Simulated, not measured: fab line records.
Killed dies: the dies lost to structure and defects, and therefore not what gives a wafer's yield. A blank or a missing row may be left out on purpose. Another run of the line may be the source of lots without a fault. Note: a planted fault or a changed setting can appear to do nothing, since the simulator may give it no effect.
Which tool was responsible?    flow n5 finfet    9 lots with 26 wafers sampled at 5 steps, on a route of 1938 steps

WHAT EACH GAUGE READ, for each wafer
N5_BEOL_M4_RC_MEAS_101. Usual: DIBL_N 36.6 mV/V, standard deviation 1.8; DIBL_P 37.1 mV/V, standard deviation 2.1; IOFF_N 0.17 nA/um, standard deviation 0.033; IOFF_P 0.23 nA/um, standard deviation 0.039; ION_N 681 uA/um, standard deviation 13; ION_P 467 uA/um, standard deviation 8.7; SS_N 71.6 mV/dec, standard deviation 0.59; SS_P 73.4 mV/dec, standard deviation 0.63; VT_N 249 mV, standard deviation 3.4; VT_P -249 mV, standard deviation 3.7.
lot   measured      on         DIBL_N (mV/V)   DIBL_P (mV/V)   IOFF_N (nA/um)  IOFF_P (nA/um)  ION_N (uA/um)  ION_P (uA/um)  SS_N (mV/dec)   SS_P (mV/dec)   VT_N (mV)    VT_P (mV)       flag
L885  day 7 22:34   prober-01  38.4 36.5 38.5  38.5 36.3 37.2  0.19 0.15 0.19  0.23 0.19 0.20  685 692 680    469 470 457    71.4 70.9 72.4  74.2 73.0 73.7  247 249 247  -252 -253 -252  
L890  day 9 11:08   prober-01  32.4 37.3 35.6  32.3 37.8 35.1  0.11 0.19 0.15  0.14 0.21 0.17  664 687 676    453 466 462    70.3 72.4 72.0  72.2 73.7 72.6  253 246 251  -255 -250 -256  
L895  day 10 06:43  prober-01  33.9 36.8 38.0  32.8 36.9 37.0  0.12 0.17 0.19  0.17 0.23 0.23  677 691 675    463 473 457    70.6 71.5 72.1  72.5 73.4 73.6  252 247 248  -254 -251 -248  
L898  day 11 07:30  prober-02  36.5 38.0 35.9  36.4 37.0 35.3  0.17 0.17 0.15  0.23 0.23 0.20  691 668 679    470 457 462    70.9 71.8 70.7  73.8 73.7 72.4  249 251 249  -250 -250 -251  
L899  day 11 22:51  prober-02  36.9 36.6 34.4  38.0 36.7 34.3  0.18 0.15 0.12  0.20 0.17 0.14  693 659 656    464 448 446    71.8 73.0 71.8  74.5 73.7 73.4  248 252 253  -251 -257 -259  
L900  day 11 21:41  prober-02  36.3 37.7 36.1  36.1 38.0 35.1  0.16 0.18 0.15  0.20 0.22 0.19  667 707 683    456 475 463    72.0 72.2 71.9  73.0 73.9 72.8  252 248 253  -253 -252 -254  
L906  day 13 04:14  prober-01  41.7 36.8       43.4 36.5       0.33 0.17       0.40 0.23       728 681        499 472        72.3 71.1       75.2 73.5       237 248      -238 -248       
L907  day 13 06:14  prober-02  35.8 35.4 33.9  36.8 35.9 34.5  0.18 0.18 0.15  0.26 0.25 0.23  677 695 699    476 483 475    71.2 71.0 70.7  73.4 73.1 73.2  246 246 250  -244 -242 -242  
L908  day 13 12:21  prober-01  37.6 35.7 35.8  36.1 34.1 33.4  0.19 0.15 0.14  0.23 0.19 0.19  680 683 659    465 460 454    71.9 71.6 71.4  73.3 72.8 72.7  248 249 251  -248 -250 -250  

WHICH TOOL RAN EACH LOT (tool, then ch and the chambers of the sampled wafers, then the start)
lot   N5_FIN_CUT_ETCH_30                 N5_FIN_CUT_CUT_ETCH_26             N5_FIN_CUT_CUT_ETCH_27             N5_FIN_CUT_STRIP_22
L885  rie diel-02 ch 0,1,2, day 2 04:05  rie diel-02 ch 0,1,2, day 2 04:29  rie diel-02 ch 0,1,2, day 2 04:32  rie diel-05 ch 0,3, day 2 04:48
L890  rie diel-02 ch 1,2, day 3 08:43    rie diel-02 ch 1,2, day 3 09:07    rie diel-02 ch 1,2, day 3 09:09    rie diel-02 ch 1,2,3, day 3 09:32
L895  rie diel-02 ch 0,3, day 4 15:19    rie diel-02 ch 0,3, day 4 15:43    rie diel-02 ch 0,3, day 4 15:46    rie diel-02 ch 1,3, day 4 16:05
L898  rie diel-02 ch 1,2, day 5 08:26    rie diel-02 ch 1,2, day 5 08:50    rie diel-02 ch 1,2, day 5 08:53    rie diel-05 ch 1,2,3, day 5 09:11
L899  rie diel-05 ch 0,1,2, day 5 14:29  rie diel-05 ch 0,1,2, day 5 14:53  rie diel-05 ch 0,1,2, day 5 14:56  rie diel-02 ch 0,1,3, day 5 15:12
L900  rie diel-03 ch 2,3, day 5 19:44    rie diel-03 ch 2,3, day 5 20:08    rie diel-03 ch 2,3, day 5 20:11    rie diel-03 ch 0,2, day 5 20:27
L906  rie diel-05 ch 0,1, day 7 08:47    rie diel-05 ch 0,1, day 7 09:12    rie diel-05 ch 0,1, day 7 09:15    rie diel-02 ch 0,3, day 7 09:31
L907  rie diel-05 ch 0,2, day 7 15:26    rie diel-05 ch 0,2, day 7 15:50    rie diel-05 ch 0,2, day 7 15:53    rie diel-05 ch 0,1, day 7 16:10
L908  rie diel-03 ch 2,3, day 7 21:12    rie diel-03 ch 2,3, day 7 21:37    rie diel-03 ch 2,3, day 7 21:39    rie diel-03 ch 1,2,3, day 7 21:55
- N5_FIN_CUT_ETCH_30: etches underlayer in N2/H2, target depth 13 nm, time 10.4 s.
- N5_FIN_CUT_CUT_ETCH_26: etches SiNx in CH3F/O2, target depth 39 nm, time 55.7 s.
- N5_FIN_CUT_CUT_ETCH_27: etches SiO2 in CHF3/O2, target depth 4 nm, overetch 2 nm, time 4.9 s.
- N5_FIN_CUT_STRIP_22: strips in N2/H2.

AS READ BY THE TOOLS THEMSELVES (means over the sampled wafers that have a number; for cases with no such wafer, the mark the record gives instead)
N5_FIN_CUT_ETCH_30. Usual: drypump motor current A 5.6 A, standard deviation 0.39; etch rf on time s 10.49 s, standard deviation 0.24; oes product au 0.64 a.u., standard deviation 0.061; rf vpp V 522.6 V, standard deviation 2.5; showerhead plenum p Torr 2.50 Torr, standard deviation 0.08; throttle valve pct 17.89 %, standard deviation 0.29.
lot   tool         drypump motor current A (A)  etch rf on time s (s)  oes product au (a.u.)  rf vpp V (V)  showerhead plenum p Torr (Torr)  throttle valve pct (%)  flag
L885  rie diel-02  5.6                          10.53                  0.59                   523.7         2.54                             17.80                   
L890  rie diel-02  5.7                          10.67                  0.59                   522.9         2.51                             17.65                   
L895  rie diel-02  5.9                          10.60                  0.66                   522.5         2.47                             17.93                   
L898  rie diel-02  5.6                          10.29                  0.73                   522.6         2.50                             17.52                   
L899  rie diel-05  5.6                          10.31                  0.62                   521.9         2.50                             18.15                   
L900  rie diel-03  5.2                          10.53                  0.63                   525.4         2.60                             17.89                   
L906  rie diel-05  5.8                          10.12                  0.62                   520.6         2.44                             18.07                   
L907  rie diel-05  5.4                          10.41                  0.61                   523.3         2.51                             18.26                   
L908  rie diel-03  5.3                          10.52                  0.63                   524.9         2.57                             17.69                   

N5_FIN_CUT_CUT_ETCH_26. Usual: drypump motor current A 5.6 A, standard deviation 0.39; oes product au 0.74 a.u., standard deviation 0.069; rf vpp V 297 V, standard deviation 3.7; run length s 79.1 s, standard deviation 0.59; showerhead plenum p Torr 1.97 Torr, standard deviation 0.062; throttle valve pct 16.40 %, standard deviation 0.2.
lot   tool         drypump motor current A (A)  oes product au (a.u.)  rf vpp V (V)  run length s (s)  showerhead plenum p Torr (Torr)  throttle valve pct (%)  flag
L885  rie diel-02  5.6                          0.68                   301           79.7              2.01                             16.41                   
L890  rie diel-02  5.7                          0.69                   299           79.6              1.99                             16.29                   
L895  rie diel-02  5.9                          0.77                   297           78.8              1.94                             16.37                   
L898  rie diel-02  5.6                          0.85                   298           78.3              1.98                             16.12                   
L899  rie diel-05  5.6                          0.71                   299           79.2              1.96                             16.60                   
L900  rie diel-03  5.2                          0.74                   298           79.2              2.05                             16.34                   
L906  rie diel-05  5.8                          0.73                   299           79.2              1.92                             16.54                   
L907  rie diel-05  5.3                          0.72                   300           78.9              1.97                             16.63                   
L908  rie diel-03  5.3                          0.73                   299           78.7              2.03                             16.26                   

N5_FIN_CUT_CUT_ETCH_27. Usual: drypump motor current A 5.6 A, standard deviation 0.39; oes product au 0.59 a.u., standard deviation 0.052; rf vpp V 524 V, standard deviation 6.7; showerhead plenum p Torr 2.37 Torr, standard deviation 0.07; throttle valve pct 18.85 %, standard deviation 0.2.
lot   tool         drypump motor current A (A)  oes product au (a.u.)  rf vpp V (V)  showerhead plenum p Torr (Torr)  throttle valve pct (%)  flag
L885  rie diel-02  5.6                          0.55                   530           2.42                             18.84                   
L890  rie diel-02  5.7                          0.55                   526           2.39                             18.71                   
L895  rie diel-02  5.9                          0.61                   522           2.35                             18.83                   
L898  rie diel-02  5.6                          0.66                   526           2.38                             18.60                   
L899  rie diel-05  5.6                          0.57                   527           2.36                             19.05                   
L900  rie diel-03  5.2                          0.59                   524           2.47                             18.79                   
L906  rie diel-05  5.8                          0.56                   526           2.31                             19.00                   
L907  rie diel-05  5.4                          0.58                   529           2.36                             19.09                   
L908  rie diel-03  5.3                          0.59                   527           2.44                             18.68                   

N5_FIN_CUT_STRIP_22. Usual: drypump motor current A 5.6 A, standard deviation 0.38; oes product au 0.77 a.u., standard deviation 0.078; rf vpp V 54.2 V, standard deviation 2.3; showerhead plenum p Torr 3.30 Torr, standard deviation 0.098; throttle valve pct 18.9 %, standard deviation 0.47.
lot   tool         drypump motor current A (A)  oes product au (a.u.)  rf vpp V (V)  showerhead plenum p Torr (Torr)  throttle valve pct (%)  flag
L885  rie diel-05  5.6                          0.77                   56.5          3.26                             19.4                    
L890  rie diel-02  5.8                          0.69                   54.0          3.27                             18.9                    
L895  rie diel-02  6.0                          0.70                   53.4          3.27                             18.8                    
L898  rie diel-05  5.7                          0.72                   54.2          3.29                             19.1                    
L899  rie diel-02  5.8                          0.76                   55.3          3.31                             18.9                    
L900  rie diel-03  5.7                          0.78                   53.4          3.30                             18.8                    
L906  rie diel-02  5.8                          0.78                   54.8          3.30                             19.1                    
L907  rie diel-05  5.9                          0.71                   53.5          3.20                             19.1                    
L908  rie diel-03  5.2                          0.73                   51.2          3.34                             18.9                    

THE ANSWER, worked out from the rows above alone
Rule: a lot counts as off when the mean over its wafers that have a number is more than 3 standard deviations away from the usual mean. A lot without any number at a reading at which 4 lots or more have one is off too. Any other lot the step has rows for is counted as sound. First the gauges in route order, then the tools' own readings, where a lot's mean is used as printed above. At the first step where some lot is off, the reading lying furthest off is the one used; lots without a number count as furthest.
Nothing can be told from this: no lot is off at any reading shown.

WHAT THE SIMULATOR PUT IN
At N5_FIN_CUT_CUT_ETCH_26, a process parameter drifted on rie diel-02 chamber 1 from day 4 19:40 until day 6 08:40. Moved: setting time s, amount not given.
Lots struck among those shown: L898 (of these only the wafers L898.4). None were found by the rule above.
